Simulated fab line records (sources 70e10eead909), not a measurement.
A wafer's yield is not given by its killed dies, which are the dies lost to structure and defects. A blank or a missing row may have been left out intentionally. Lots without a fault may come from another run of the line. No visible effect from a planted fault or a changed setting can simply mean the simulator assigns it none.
fab line records	flow nand_harc
record lots=6	wafers=18	last_day=31
route steps=1302 shown A_CONTACT@1086 A_BLC@1107 END@1302
lots that met no fault: taken from a fault-free run of the same line
start_h: hours from the record's opening day to when the first of the lot's shown wafers began	wait_h: how many hours have passed since the lot's step before this one	" unchanged from the row above	L1.1+2: several wafers, shown together as one row	- no value present, or no start provided	* or withheld: withheld	< > ~ a bound
route shown NAME@n: a module of which the file shows steps, and the number in the route of the first	usual: mean/standard deviation taken from wafers without a fault	same: alike in all rows	chamber/n: place in a boat	sites: each site's reading	_std_site: the standard deviation of these	_edge_site: inner sites' mean taken away from outer sites' mean	radius_mm: for every site, how far away it sits from the centre of the wafer	mask NAME#n: copy n	behind: tool/chamber where the wafer was last shaped	hold: cause of the lot's hold/its duration in hours/its outcome	device: names the non-switching transistor (n, p or np)	end of line: at the end of the route, the tests of the same wafers	step lacking rows: just its recipe	killed: count of dies lost to structure and defects at first sort (not the wafer's yield)	map: a wafer's dies, marking killed ones x, the rest . and places with no die _
set.NAME: setting as actually run; set.NAME@STEP: the setting as run at that earlier step	model.NAME: the simulator's own value behind a step, which no gauge read
lots at selected steps of the route; one table per step, one row per wafer
services: a tool's chamber out of use, with start hour (start_h, from the record's first day; less than 0 if before it), hours out, and reason
## steps
# step NHARC_A_CONTACT_ETCH_134
# recipe source_w=withheld	pressure_mtorr=20	bias_v=withheld	time_s=140	target_depth_a=7000	ar_flow_sccm=withheld	c4f8_flow_sccm=withheld	o2_flow_sccm=withheld	chemistry=C4F8/O2/Ar
lot.wafer	tool	chamber	start_h	wait_h	rf_hours_counter_h
L752.1	har_cap_etch-02	0	511.09	-	83
L752.4	"	1	"	"	-
L752.6	"	1	"	"	-
L763.1	har_cap_etch-03	0	627.93	-	65
L763.4	"	0	"	"	-
L763.6	"	1	"	"	-
L764.2	har_cap_etch-03	0	629.69	-	66
L764.1	"	1	"	"	66
L764.3	"	1	"	"	-
L767.1	har_cap_etch-02	1	647.63	-	108
L767.6	"	1	"	"	-
L767.5	"	0	"	"	-
L768.1	har_cap_etch-02	1	672.08	-	111
L768.2	"	0	"	"	111
L768.3	"	0	"	"	-
L770.1	har_cap_etch-02	1	691.97	-	116
L770.2	"	0	"	"	116
L770.6	"	0	"	"	-
# step NHARC_A_CONTACT_ETCH_135
# recipe source_w=withheld	pressure_mtorr=20	bias_v=1200	time_s=311	target_depth_a=19120	ar_flow_sccm=withheld	c4f8_flow_sccm=withheld	o2_flow_sccm=withheld	chemistry=C4F8/O2/Ar
# step NHARC_A_CONTACT_ETCH_136
# recipe source_w=withheld	pressure_mtorr=20	bias_v=1200	time_s=311	target_depth_a=19120	ar_flow_sccm=withheld	c4f8_flow_sccm=withheld	o2_flow_sccm=withheld	chemistry=C4F8/O2/Ar
# step NHARC_A_CONTACT_ETCH_137
# recipe source_w=withheld	pressure_mtorr=20	bias_v=1200	time_s=311	target_depth_a=19120	ar_flow_sccm=withheld	c4f8_flow_sccm=withheld	o2_flow_sccm=withheld	chemistry=C4F8/O2/Ar
# step NHARC_A_CONTACT_ETCH_138
# recipe source_w=withheld	pressure_mtorr=20	bias_v=1200	time_s=311	target_depth_a=19140	ar_flow_sccm=withheld	c4f8_flow_sccm=withheld	o2_flow_sccm=withheld	chemistry=C4F8/O2/Ar
lot.wafer	tool	chamber	start_h	wait_h	rf_hours_counter_h
L752.1	har_cap_etch-02	0	512.10	0.2	83
L752.4	"	1	"	"	-
L752.6	"	1	"	"	-
L763.1	har_cap_etch-03	0	629.19	0.2	66
L763.4	"	0	"	"	-
L763.6	"	1	"	"	-
L764.2	har_cap_etch-03	0	630.70	0.2	67
L764.1	"	1	"	"	67
L764.3	"	1	"	"	-
L767.1	har_cap_etch-02	1	648.64	0.2	109
L767.6	"	1	"	"	-
L767.5	"	0	"	"	-
L768.1	har_cap_etch-02	1	673.09	0.2	112
L768.2	"	0	"	"	112
L768.3	"	0	"	"	-
L770.1	har_cap_etch-02	1	692.98	0.2	117
L770.2	"	0	"	"	117
L770.6	"	0	"	"	-
# step NHARC_A_CONTACT_ETCH_139
# recipe source_w=withheld	pressure_mtorr=20	bias_v=400	time_s=195	target_depth_a=8400	ar_flow_sccm=withheld	c4f8_flow_sccm=11.5	o2_flow_sccm=7.2	chemistry=C4F8/O2/Ar
# step NHARC_A_CONTACT_ETCH_92
# recipe target_depth_a=400	over_etch_frac=0.5	time_s=85.7	ion_energy_ev=120	ch3f_flow_sccm=50	o2_flow_sccm=30	ar_flow_sccm=200	rf_w=500	bias_w=100	chemistry=CH3F/O2
# usual drypump_motor_current_A=5.8/0.55	oes_product_au=0.935/0.023	rf_vpp_V=243.8/1.9	showerhead_plenum_p_Torr=2.41/0.12	throttle_valve_pct=20.661/0.0088
lot.wafer	tool	chamber	start_h	wait_h	drypump_motor_current_A	oes_product_au	rf_hours_counter_h	rf_vpp_V	showerhead_plenum_p_Torr	throttle_valve_pct
L752.4	rie_diel-13	0	512.93	0.4	6.5	0.953	28	248.1	2.61	20.665
L752.1	"	2	"	"	5.9	0.927	27	241.7	2.33	20.679
L752.6	"	0	"	"	6.5	0.953	-	245.9	2.61	20.658
L763.1	rie_diel-13	1	629.97	0.5	5.2	0.922	19	241.4	2.29	20.658
L763.4	"	2	"	"	5.8	0.911	21	242.8	2.32	20.675
L763.6	"	2	"	"	5.9	0.919	-	242.7	2.32	20.651
L764.1	rie_diel-13	0	631.54	0.5	6.5	0.923	18	245.1	2.60	20.668
L764.2	"	1	"	"	5.2	0.916	19	242.4	2.29	20.665
L764.3	"	3	"	"	5.2	0.928	20	243.4	2.33	20.662
L767.1	rie_diel-10	2	649.51	0.6	5.5	1.009	8	247.2	2.64	20.649
L767.5	"	0	"	"	6.3	1.002	-	243.6	2.40	20.664
L767.6	"	1	"	"	6.1	0.991	-	243.6	2.36	20.661
L768.1	rie_diel-10	3	673.92	0.5	6.2	0.926	20	245.5	2.46	20.666
L768.2	"	0	"	"	6.3	0.939	21	243.6	2.40	20.658
L768.3	"	1	"	"	6.1	0.937	22	243.8	2.36	20.673
L770.1	rie_diel-10	0	693.81	0.5	6.3	0.926	28	242.3	2.39	20.666
L770.2	"	2	"	"	5.5	0.948	21	248.4	2.63	20.662
L770.6	"	1	"	"	6.1	0.929	-	244.3	2.36	20.668
# step NHARC_A_CONTACT_ETCH_98
# recipe target_depth_a=200	over_etch_frac=0.5	time_s=10	ion_energy_ev=250	c4f6_flow_sccm=25	o2_flow_sccm=20	ar_flow_sccm=500	rf_w=600	bias_w=500	chemistry=C4F6/O2
# step NHARC_A_CONTACT_CD_MEAS_15
# usual cd_nm=190.2/0.58
lot.wafer	tool	chamber	start_h	wait_h	cd_nm
L752.1	cd_sem-02	-	513.15	-	190.9
L752.4	"	-	"	"	190.3
L752.6	"	-	"	"	190.5
L763.1	cd_sem-03	-	630.19	-	190.5
L763.4	"	-	"	"	190.4
L763.6	"	-	"	"	190.1
L764.1	cd_sem-02	-	631.76	-	189.1
L764.2	"	-	"	"	188.9
L764.3	"	-	"	"	189.6
L767.1	cd_sem-03	-	649.69	-	190.0
L767.5	"	-	"	"	191.0
L767.6	"	-	"	"	190.2
L768.1	cd_sem-02	-	674.13	-	189.7
L768.2	"	-	"	"	189.9
L768.3	"	-	"	"	190.2
L770.1	cd_sem-02	-	694.02	-	190.2
L770.2	"	-	"	"	189.6
L770.6	"	-	"	"	190.3
# step NHARC_A_CONTACT_STRIP_107
# recipe n2_flow_sccm=150	h2_flow_sccm=150	ar_flow_sccm=0	bias_w=0	chemistry=N2/H2
# step NHARC_A_CONTACT_STRIP_108
# recipe cf4_flow_sccm=100	chf3_flow_sccm=30	ar_flow_sccm=0	bias_w=0	chemistry=CF4/CHF3
# step NHARC_A_CONTACT_STRIP_109
# recipe o2_flow_sccm=400	cos_flow_sccm=20	ar_flow_sccm=0	bias_w=0	chemistry=O2/COS
# step NHARC_A_CONTACT_ETCH_110
# recipe target_depth_a=600	overetch_a=60	time_s=33	ion_energy_ev=100	cf4_flow_sccm=80	o2_flow_sccm=20	ar_flow_sccm=0	rf_w=300	bias_w=100	chemistry=CF4/O2
# usual drypump_motor_current_A=5.8/0.51	oes_f_703_au=1.000/0.0049	oes_product_au=1.003/0.0099	rf_vpp_V=197.5/1.5	showerhead_plenum_p_Torr=1.32/0.063	throttle_valve_pct=13.397/0.0094
lot.wafer	tool	chamber	start_h	wait_h	drypump_motor_current_A	oes_f_703_au	oes_product_au	rf_hours_counter_h	rf_vpp_V	showerhead_plenum_p_Torr	throttle_valve_pct
L752.4	rie_diel-11	2	513.44	0.1	5.6	1.007	1.001	20	195.0	1.27	13.411
L752.1	"	1	"	"	6.4	0.998	1.009	19	198.0	1.36	13.403
L752.6	"	2	"	"	5.5	0.998	1.006	-	197.2	1.27	13.404
L763.1	rie_diel-10	1	630.52	0.1	6.1	0.998	1.000	6	197.4	1.28	13.394
L763.6	"	1	"	"	6.1	0.994	0.988	-	198.0	1.28	13.400
L763.4	"	0	"	"	6.3	0.995	1.011	-	197.2	1.30	13.391
L764.1	rie_diel-13	2	632.05	0.1	5.9	1.012	0.990	21	195.6	1.26	13.403
L764.2	"	0	"	"	6.5	1.002	1.010	19	199.4	1.41	13.414
L764.3	"	1	"	"	5.1	1.001	0.992	19	194.9	1.24	13.405
L767.1	rie_diel-10	2	650.00	0.1	5.5	0.995	1.009	8	199.5	1.43	13.392
L767.6	"	3	"	"	6.1	1.006	1.006	-	198.4	1.34	13.400
L767.5	"	0	"	"	6.2	1.004	1.008	-	197.1	1.30	13.395
L768.2	rie_diel-10	1	674.56	0.1	6.1	0.999	1.006	22	196.6	1.28	13.401
L768.1	"	2	"	"	5.5	0.991	1.009	15	199.2	1.43	13.389
L768.3	"	3	"	"	6.1	0.996	1.015	20	198.1	1.33	13.399
L770.1	rie_diel-10	3	694.32	0.1	6.1	1.003	1.002	26	197.1	1.33	13.409
L770.2	"	2	"	"	5.5	0.998	1.018	21	198.4	1.43	13.412
L770.6	"	0	"	"	6.2	0.998	1.003	-	196.5	1.30	13.391
# step NHARC_A_CONTACT_STRIP_26
# recipe o2_flow_sccm=500	ar_flow_sccm=0	bias_w=0	chemistry=O2
# step NHARC_A_CONTACT_STRIP_27
# recipe time_s=600	temp_c=30	chemistry=post_etch_residue_remover
# step NHARC_A_CONTACT_ALD_18
# recipe target_thk_a=30	pulse_time_s=1	ald_cycles=150	temp_c=450	material=TiN
# usual heater_power_w=1109/94	precursor_pulse_height_rel=0.999/0.02
lot.wafer	tool	chamber	start_h	wait_h	heater_power_w	precursor_pulse_height_rel
L752.1	ald_metal-02	2	514.13	-	1056	0.965
L752.4	"	3	"	"	1059	1.013
L752.6	"	0	"	"	1133	1.007
L763.4	ald_metal-04	1	631.23	-	1126	0.985
L763.1	"	3	"	"	1310	1.010
L763.6	"	2	"	"	1211	1.006
L764.2	ald_metal-01	2	632.72	-	959	0.994
L764.1	"	3	"	"	926	1.007
L764.3	"	0	"	"	911	0.982
L767.1	ald_metal-01	3	650.63	-	930	0.988
L767.5	"	3	"	"	922	0.973
L767.6	"	0	"	"	922	0.976
L768.1	ald_metal-01	2	675.23	-	1026	1.026
L768.3	"	3	"	"	927	0.993
L768.2	"	0	"	"	902	1.027
L770.1	ald_metal-02	1	694.98	-	1119	0.993
L770.2	"	3	"	"	1104	0.989
L770.6	"	0	"	"	1136	1.010
# step NHARC_A_CONTACT_CVD_19
# recipe target_thk_a=3000	temp_c=300	pressure_torr=40	wf6_flow_sccm=40	h2_flow_sccm=1600	ar_flow_sccm=1560	time_s=802	material=W
# step NHARC_A_CONTACT_CMP_20
# recipe t_overpolish_s=30	target_thk_nm=300
# step NHARC_A_CONTACT_SRD_22
# step NHARC_A_BLC_DEHYDRATE_00
# recipe temp_c=150	time_s=120
# step NHARC_A_BLC_HMDS_01
# recipe time_s=30
# step NHARC_A_BLC_COAT_02
# recipe temp_c=260	time_s=75
# step NHARC_A_BLC_COAT_03
# recipe temp_c=225	time_s=65
# step NHARC_A_BLC_COAT_04
# recipe spin_rpm=1500	resist_thk_nm=90
# step NHARC_A_BLC_SOFTBAKE_05
# recipe temp_c=105	time_s=55
# step NHARC_A_BLC_EBR_06
# step NHARC_A_BLC_EXPOSE_07
# recipe na=1.35	target_cd_nm=100	dose_mj=67.97	mask_id=A_BLC
# step NHARC_A_BLC_PEB_08
# recipe peb_temp_c=100	peb_time_s=65
# step NHARC_A_BLC_DEVELOP_09
# recipe develop_time_s=35	dev_temp_c=23
# step NHARC_A_BLC_CD_MEAS_10
# recipe target_cd_nm=100	landing_energy_ev=500
# usual cd_nm=99.9/0.6
lot.wafer	tool	chamber	start_h	wait_h	cd_nm
L752.1	cd_sem-03	0	516.10	-	100.1
L752.4	"	0	"	"	99.8
L752.6	"	0	"	"	99.2
L763.1	cd_sem-02	0	633.24	-	100.0
L763.4	"	0	"	"	99.5
L763.6	"	0	"	"	100.9
L764.1	cd_sem-03	0	634.70	-	99.3
L764.2	"	0	"	"	100.2
L764.3	"	0	"	"	98.3
L767.1	cd_sem-03	0	652.52	-	98.7
L767.5	"	0	"	"	99.2
L767.6	"	0	"	"	99.1
L768.1	cd_sem-02	0	677.21	-	100.0
L768.2	"	0	"	"	100.5
L768.3	"	0	"	"	99.9
L770.1	cd_sem-03	0	696.95	-	99.3
L770.2	"	0	"	"	99.4
L770.6	"	0	"	"	100.7
# step NHARC_A_BLC_OVL_MEAS_11
# usual overlay_x_nm=0.1/0.83	overlay_y_nm=0.3/0.83
lot.wafer	tool	chamber	start_h	wait_h	overlay_x_nm	overlay_y_nm
L752.1	overlay-02	-	516.19	-	-1.2	1.3
L752.4	"	-	"	"	-0.8	0.6
L752.6	"	-	"	"	-0.9	1.0
L763.1	overlay-01	-	633.32	-	-0.1	0.2
L763.4	"	-	"	"	-0.2	0.2
L763.6	"	-	"	"	-0.6	0.6
L764.1	overlay-02	-	634.80	-	0.2	0.2
L764.2	"	-	"	"	0.3	0.1
L764.3	"	-	"	"	0.4	0.8
L767.1	overlay-02	-	652.61	-	1.1	0.9
L767.5	"	-	"	"	1.1	1.1
L767.6	"	-	"	"	1.4	1.0
L768.1	overlay-01	-	677.30	-	0.9	1.2
L768.2	"	-	"	"	1.2	1.5
L768.3	"	-	"	"	0.9	1.5
L770.1	overlay-02	-	697.04	-	0.4	1.2
L770.2	"	-	"	"	0.2	1.1
L770.6	"	-	"	"	-0.3	1.3
# step NHARC_A_BLC_DESCUM_15
# recipe time_s=3	o2_flow_sccm=200	ar_flow_sccm=0	bias_power_w=0	chemistry=O2
# usual drypump_motor_current_A=5.7/0.37	oes_product_au=0.998/0.0099	rf_vpp_V=57.6/0.92	showerhead_plenum_p_Torr=1.87/0.082	throttle_valve_pct=11.311/0.0097
lot.wafer	tool	chamber	start_h	wait_h	drypump_motor_current_A	oes_product_au	rf_hours_counter_h	rf_vpp_V	showerhead_plenum_p_Torr	throttle_valve_pct
L752.4	rie_diel-12	1	516.35	0.1	5.6	0.999	3	56.9	1.78	11.295
L752.1	"	0	"	"	6.2	0.990	3	57.8	1.86	11.314
L752.6	"	1	"	"	5.6	0.996	-	55.6	1.78	11.315
L763.1	rie_diel-03	3	633.43	0.1	6.4	0.992	16	58.2	1.95	11.310
L763.4	"	1	"	"	5.5	1.019	16	58.0	2.03	11.310
L763.6	"	2	"	"	5.5	0.986	-	58.6	1.84	11.308
L764.3	rie_diel-12	3	634.90	0.1	5.6	1.008	1	57.4	1.90	11.297
L764.1	"	0	"	"	6.2	1.007	0	57.8	1.86	11.300
L764.2	"	1	"	"	5.6	0.993	0	56.7	1.78	11.303
L767.1	rie_diel-03	1	652.71	0.1	5.4	1.005	1	58.1	2.03	11.310
L767.5	"	0	"	"	5.4	0.987	-	57.2	1.77	11.310
L767.6	"	1	"	"	5.5	0.990	-	58.6	2.03	11.317
L768.3	rie_diel-12	2	677.39	0.1	5.6	0.990	3	58.2	1.80	11.319
L768.2	"	3	"	"	5.6	0.994	3	55.6	1.90	11.301
L768.1	"	1	"	"	5.5	0.991	3	55.5	1.78	11.310
L770.1	rie_diel-07	0	697.15	0.1	5.1	1.010	7	58.3	1.84	11.318
L770.2	"	2	"	"	5.8	0.996	6	59.1	2.07	11.304
L770.6	"	0	"	"	5.1	1.002	-	58.0	1.84	11.309
# step NHARC_A_BLC_ETCH_16
# recipe target_depth_a=390	over_etch_frac=0.3	time_s=65	ion_energy_ev=80	cf4_flow_sccm=150	ar_flow_sccm=0	rf_w=300	bias_w=100	chemistry=CF4
# step NHARC_A_BLC_ETCH_17
# recipe target_depth_a=3900	over_etch_frac=0.25	time_s=609.38	ion_energy_ev=200	n2_flow_sccm=150	h2_flow_sccm=150	ar_flow_sccm=0	rf_w=400	bias_w=150	chemistry=N2/H2
# step NHARC_A_BLC_ETCH_18
# recipe target_depth_a=9100	c4f8_flow_sccm=20	o2_flow_sccm=10	ar_flow_sccm=withheld	rf_w=600	bias_w=1500	chemistry=C4F8/O2/Ar
# step NHARC_A_BLC_CD_MEAS_19
# usual cd_nm=99.5/2.6
lot.wafer	tool	chamber	start_h	wait_h	cd_nm
L752.1	cd_sem-01	-	517.31	-	97.4
L752.4	"	-	"	"	97.7
L752.6	"	-	"	"	98.1
L763.1	cd_sem-03	-	634.39	-	105.2
L763.4	"	-	"	"	98.1
L763.6	"	-	"	"	101.5
L764.1	cd_sem-03	-	635.86	-	97.8
L764.2	"	-	"	"	97.2
L764.3	"	-	"	"	96.0
L767.1	cd_sem-02	-	653.67	-	100.5
L767.5	"	-	"	"	100.9
L767.6	"	-	"	"	98.5
L768.1	cd_sem-02	-	678.36	-	98.3
L768.2	"	-	"	"	98.5
L768.3	"	-	"	"	99.8
L770.1	cd_sem-01	-	698.11	-	101.4
L770.2	"	-	"	"	100.1
L770.6	"	-	"	"	99.3
# step NHARC_A_BLC_STRIP_29
# recipe cf4_flow_sccm=150	ar_flow_sccm=0	bias_w=0	chemistry=CF4
# step NHARC_A_BLC_STRIP_21
# recipe o2_flow_sccm=500	ar_flow_sccm=0	bias_w=0	chemistry=O2
# step NHARC_A_BLC_STRIP_22
# recipe time_s=600	temp_c=30	chemistry=post_etch_residue_remover
# step NHARC_END_SORT_01
# recipe temp_c=25
# usual killed_at_array=53/20	killed_at_other=1/1.2	killed_at_periphery=3.7/2.6	killed_dies=58/20	killed_open=3.5/1.8	killed_short=2.4/1.7
# same gross_dies=677
lot.wafer	tool	chamber	start_h	wait_h	killed_at_array	killed_at_other	killed_at_periphery	killed_dies	killed_open	killed_short
L768.3	prober-02	0	725.73	3.1	132	3	7	142	4	3
L770.1	prober-01	0	737.91	2.5	119	0	1	120	4	1
# killed by level:class
L768.3 A_CONTACT:unspecified=95 A_CHANNEL_HOLE_D2:chamber_film_flake=19 A_CHANNEL_HOLE_D1:chamber_film_flake=5 P_M1:chamber_film_flake=3 A_CONTACT:chamber_film_flake=3 THIN_TSV:chamber_film_flake=3 A_CONTACT:geometric_particle:open=2 P_STI:chamber_film_flake=2
L770.1 A_CONTACT:unspecified=95 A_CHANNEL_HOLE_D1:chamber_film_flake=14 A_CONTACT:chamber_film_flake=4 P_M2:geometric_particle:open=1 A_SGD_CUT:geometric_particle:short=1 A_WL_FILL:geometric_particle:open=1 A_BLC:geometric_particle:open=1 A_M0:geometric_particle:open=1
# map L768.3 (x killed, . not)
____________.____________
_________......._________
_______.........x._______
______..........x..______
_____...x.........x._____
____.............x...____
____....x....xx.x....____
___.........xxxxxx....___
___.........xxxxxx....___
__.........xxxxxxxx....__
__.........xxxxxxxx....__
_..........xxxxxxxxx..x._
_........xxxxxxxxxxx...._
_...........xxxxxxxx...._
_.........x.xxxxxxxx...._
_.......x...xxxxxxx....._
.........x.x.xxxxxxx.....
x............xxxxx.......
.......x.....xxx.x.......
...........x...xx........
.........................
_.....................x._
_.xx...................._
_....x...x...........x.x_
_........x............x._
_..........x.....xxxxx.._
__.................xx.x__
__......x.........xx...__
___.......x.......xx.x___
___..x...........xxx..___
____....x.......x....____
____x.x........x.....____
_____x.............._____
______............x______
_______..........._______
_________......._________
____________.____________
# map L770.1 (x killed, . not)
____________.____________
_________......._________
_______..........._______
______.............______
_____..............._____
____....x...xxxx.....____
____.........xxxxx.x.____
___........xxxxxxxx...___
___........xxxxxxxx...___
__........xxxxxxxxx..x.__
__.........xxxxxxxxx...__
_.........xxxxxxxxxxx..._
_..........xxxxxxxxx...._
_..........xxxxxxxxx...._
_x..........xxxxxxx....._
_.........xxxxxxxxx....._
.x.........xxxxxx.xx.....
.............xxxxx.......
..............x.xxx......
.............x.x.........
.........................
_......................._
_..........x.........x.._
_......................._
_..........x............_
_...........x..........._
__.....................__
__............x........__
___...................___
___...................___
____.................____
____............x....____
_____..............._____
______..x..x.......______
_______..........._______
_________......._________
____________.____________
## services
tool	chamber	start_h	hours	kind
rie_diel-12	2	496.98	6.3	repair
ald_metal-01	2	512.08	18.3	repair
rie_diel-13	2	515.42	8.9	repair
ald_metal-02	0	518.93	19.7	repair
rie_diel-13	-	519.50	9.0	pm
ald_metal-02	1	520.42	1.8	repair
rie_diel-03	-	521.08	1.2	repair
rie_diel-03	-	522.61	0.4	repair
ald_metal-01	-	526.00	10.0	pm
har_cap_etch-03	-	551.01	1.0	repair
rie_diel-12	1	566.86	5.8	repair
rie_diel-13	0	581.21	2.0	repair
rie_diel-10	2	582.99	5.5	repair
rie_diel-12	-	596.48	1.3	repair
rie_diel-10	-	602.53	9.0	pm
rie_diel-10	2	621.33	14.7	repair
rie_diel-12	-	622.40	9.0	pm
ald_metal-01	2	633.22	1.5	repair
rie_diel-13	2	656.08	23.4	repair
rie_diel-13	0	658.12	8.8	repair
rie_diel-13	-	661.48	13.2	repair
har_cap_etch-02	-	680.07	1.0	repair
rie_diel-13	-	681.11	1.4	repair
rie_diel-13	-	696.50	9.0	pm
## key
first_sign step=NHARC_END_SORT_01	reading=killed_dies	direction=up	sigmas=3.7	usual=58	struck=131
effect step=NHARC_END_SORT_01	reading=killed_at_array	direction=up	sigmas=3.7	usual=53	struck=126
more_kills_born_at NHARC_A_CONTACT_ETCH_110@rie_diel-10=190
met_at NHARC_A_CONTACT_ETCH_110
struck_wafers L768.3,L770.1
tester_left_out L768,L770
onset_between 650.00 674.56
fault kind=chamber_particle_source	tool=rie_diel-10	chamber=3	onset_h=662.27	steps=NHARC_A_CONTACT_ETCH_110	rate_per_visit_cm2=1.7467	end_h=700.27
# tester_left_out: of these lots the tester's yield and bins aren't shown, on N5 and GAA mostly nor the transistor test; their killed dies are dies lost to structure and defects alone, not to doping, threshold or leakage, so they don't give the yield
